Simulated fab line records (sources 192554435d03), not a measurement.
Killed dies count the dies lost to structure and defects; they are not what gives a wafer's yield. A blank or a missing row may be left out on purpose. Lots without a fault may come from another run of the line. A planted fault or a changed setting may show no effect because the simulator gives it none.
A single fault, viewed from 2 desks :: flow n5Finfet :: each desk has only its own numbers; what lay behind them comes last

== THE METROLOGY DESK ==
Lot by lot, what the gauges showed, no matter which tool ran the lot: averages of those sampled wafers that carry a number. Marked OUT: a lot whose mean sits more than 4 standard deviations from the usual mean, which makes it out of limits; the brackets give that distance. It has 10 readings; the 7 that lie furthest out on some lot are the ones shown.
Columns: A = DIBL_N at N5_BEOL_M4_RC_MEAS_101, usual 36.2 mV/V; B = DIBL_P at N5_BEOL_M4_RC_MEAS_101, usual 36.1 mV/V; C = IOFF_N at N5_BEOL_M4_RC_MEAS_101, usual 0.16 nA/um; D = IOFF_P at N5_BEOL_M4_RC_MEAS_101, usual 0.22 nA/um; E = SS_N at N5_BEOL_M4_RC_MEAS_101, usual 71.5 mV/dec; F = SS_P at N5_BEOL_M4_RC_MEAS_101, usual 73.2 mV/dec; G = VT_N at N5_BEOL_M4_RC_MEAS_101, usual 250 mV
lot: L620
first seen here: day 8 09:57
A: 34.0
B: 33.6
C: 0.11
D: 0.17
E: 71.5
F: 72.0
G: 253

lot: L631
first seen here: day 11 16:01
A: 39.1
B: 39.8
C: 0.20
D: 0.26
E: 72.5
F: 74.0
G: 246

lot: L632
first seen here: day 11 22:25
A: 35.9
B: 34.3
C: 0.14
D: 0.20
E: 71.1
F: 73.1
G: 249

lot: L634
first seen here: day 12 00:14
A: 36.4
B: 36.1
C: 0.14
D: 0.22
E: 71.7
F: 72.9
G: 251
This desk's finding: nothing out of limits on any of the 4 lots.

== THE TOOL OWNER'S DESK: rieSi-02 ==
The tool's own readings at N5_FIN_SAQP_MANDREL_ETCH_22 (etches a-Si in HBr/Cl2, stops on SiNx, target depth 60 nm, bt time 10 s, time 30 s): means of the sampled wafers that have a number, for each lot that ran on this tool. Marked OUT: a lot whose mean sits more than 4 standard deviations from the usual mean, which makes it out of limits; the brackets give that distance.
Columns: A = drypumpMotorCurrentA at N5_FIN_SAQP_MANDREL_ETCH_22, usual 5.45 A; B = heBacksideLeakSccm at N5_FIN_SAQP_MANDREL_ETCH_22, usual 2.8 sccm; C = oesProductAu at N5_FIN_SAQP_MANDREL_ETCH_22, usual 0.767 a.u.; D = throttleValvePct at N5_FIN_SAQP_MANDREL_ETCH_22, usual 35.3 %
lot: L620
first seen here: day 2 10:56
A: 5.53
B: 2.9
C: 0.780
D: 35.5

lot: L632
first seen here: day 5 10:38
A: 5.46
B: 2.8
C: 0.682 (-6.5) OUT
D: 35.5

lot: L634
first seen here: day 5 22:19
A: 5.43
B: 2.8
C: 0.677 (-6.9) OUT
D: 35.8
This desk's finding: out of limits on L632, L634; first on L632, day 5 10:38 (oesProductAu at N5_FIN_SAQP_MANDREL_ETCH_22). L620 stayed within limits.

== PUT TOGETHER ==
An alarm could have come from the tool owner's desk at day 5 10:38, on L632, L634.
From the metrology desk's view, nothing was out of limits.
The metrology desk has L632, L634 on record, within its limits.
All the named lots went through N5_FIN_SAQP_MANDREL_ETCH_22 on rieSi-02.

== WHAT WAS PUT IN BY THE SIMULATOR ==
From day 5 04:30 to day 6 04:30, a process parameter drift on rieSi-02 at N5_FIN_SAQP_MANDREL_ETCH_22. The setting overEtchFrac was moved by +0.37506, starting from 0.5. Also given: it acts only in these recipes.
Struck lots among those shown: L632, L634.
How many hours passed from the start of the fault until each desk's first out-of-limits reading: the tool owner's desk, 6.
